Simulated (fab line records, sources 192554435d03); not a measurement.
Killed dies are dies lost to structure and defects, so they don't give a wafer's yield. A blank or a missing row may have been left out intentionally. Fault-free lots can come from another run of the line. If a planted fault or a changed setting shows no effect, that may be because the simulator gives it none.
The tool behind it: which one? -- flow n5Finfet -- Sampling: 6 lots, 18 wafers, 4 of 1938 route steps

WHAT THE GAUGES SHOWED, per wafer
N5_BEOL_M7_CD_MEAS_11: target cd 38.5 nm.
lot,measured,on,cdNm (nm)
L183,day 9 05:52,cdSem-03,38.6 38.0 38.4
L185,day 9 20:17,cdSem-03,38.1 37.8 38.5
L194,day 12 15:30,cdSem-01,38.6 38.4 38.8
L199,day 12 21:40,cdSem-01,38.7 37.6 39.1
L198,day 13 00:26,cdSem-02,39.7 38.9 38.3
L202,day 15 00:52,cdSem-02,38.9 38.5 37.9

EACH LOT AND THE TOOL THAT RAN IT (in order: tool; ch and the chambers of the sampled wafers; start)
lot,N5_BEOL_M6_ANNEAL_51,N5_BEOL_M6_DEP_56,N5_BEOL_M7_COAT_05
L183,"rtpAnneal-02 ch 0, day 9 03:29","pecvd-02 ch 0,2, day 9 04:08","lithoTrack-01 ch 0, day 9 05:38"
L185,"rtpAnneal-02 ch 0, day 9 17:52","pecvd-02 ch 0,1,2, day 9 18:24","lithoTrack-02 ch 0, day 9 19:55"
L194,"rtpAnneal-02 ch 0, day 12 12:40","pecvd-01 ch 0,1,2, day 12 13:16","lithoTrack-02 ch 0, day 12 15:08"
L199,"rtpAnneal-01 ch 0, day 12 18:50","pecvd-02 ch 0,1,2, day 12 19:30","lithoTrack-05 ch 0, day 12 21:19"
L198,"rtpAnneal-01 ch 0, day 12 20:58","pecvd-01 ch 1,2, day 12 21:38","lithoTrack-05 ch 0, day 13 00:11"
L202,"rtpAnneal-02 ch 0, day 14 21:54","pecvd-02 ch 1,2, day 14 22:31","lithoTrack-01 ch 0, day 15 00:30"
- N5_BEOL_M6_ANNEAL_51: time 90 s.
- N5_BEOL_M6_DEP_56: deposits SiCN from 3MS/NH3, target thk 10 nm, time 17.5 s.
- N5_BEOL_M7_COAT_05: resist thk 90 nm.

THE ANSWER, worked out from the rows above alone
Rule: usual is defined by the lots themselves. The widest of any qualifying gaps counts: lots, ordered by their means at a reading, are off when they make up no more than a third of the lots, leave a main group of 4 or more, and stand apart from it by 3 or more times the standard deviation of that group's means. A main group is skipped when, at the precision printed for the reading in the tables above, its means are all equal. A lot without any number at a reading at which 4 lots or more have one is off too. Where the step has rows for the other lots, those lots are counted as sound.
Across all readings shown, no lot is off: no conclusion can be drawn from this.

WHAT THE SIMULATOR HAD INSERTED
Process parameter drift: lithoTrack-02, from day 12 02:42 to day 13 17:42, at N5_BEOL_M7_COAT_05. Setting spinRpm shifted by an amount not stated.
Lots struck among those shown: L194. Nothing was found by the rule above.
